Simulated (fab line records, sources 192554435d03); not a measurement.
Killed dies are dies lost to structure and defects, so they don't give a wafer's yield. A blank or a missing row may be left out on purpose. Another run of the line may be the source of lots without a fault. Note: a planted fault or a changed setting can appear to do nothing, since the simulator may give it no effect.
Matching of chambers	flow n5-finfet	N5_BEOL_M4_ALD_84 on ald-metal-03 has 3 sister chambers
The step deposits TaN, pulse time 2 s, purge time 3 s, co reactant purge time 2 s. 6 wafers are shown with their chamber, then 8 later ones without.

== WAFERS, EACH WITH ITS CHAMBER ==
wafer	chamber	heater-power-outer-w (W)	heater-power-w (W)
L083.3	2	245	447
L087.4	1	278	441
L087.5	0	201	349
L086.1	2	248	448
L086.3	1	272	441
L086.4	0	197	361

== WAFERS WITH NO CHAMBER GIVEN ==
wafer	heater-power-outer-w (W)	heater-power-w (W)
L088.1	201	364
L088.3	245	453
L095.1	196	357
L095.3	271	449
L095.6	199	367
L096.1	194	355
L096.4	273	450
L096.5	277	437

== WHICH CHAMBER EACH ONE RAN IN ==
wafer	from the rows above	in truth
L088.1	0	0
L088.3	2	2
L095.1	0	0
L095.3	1	1
L095.6	0	0
L096.1	0	0
L096.4	1	1
L096.5	1	1
Correct placement for 8 of the 8. Left unplaced by these rows: 0. Number placed wrongly: 0.
How it was worked out, from the rows above alone: a wafer's distance from a chamber is the root of the sum, over the readings, of the square of ((its reading less the chamber's mean) divided by the reading's scatter). The wafer belongs to the nearest chamber; if the next one is less than 2 further off, it can't be placed. A chamber's mean is the mean of its shown wafers. The scatter: take each reading less its chamber's mean, square it, sum over the shown wafers, divide by the number of wafers less the number of chambers, and take the root.
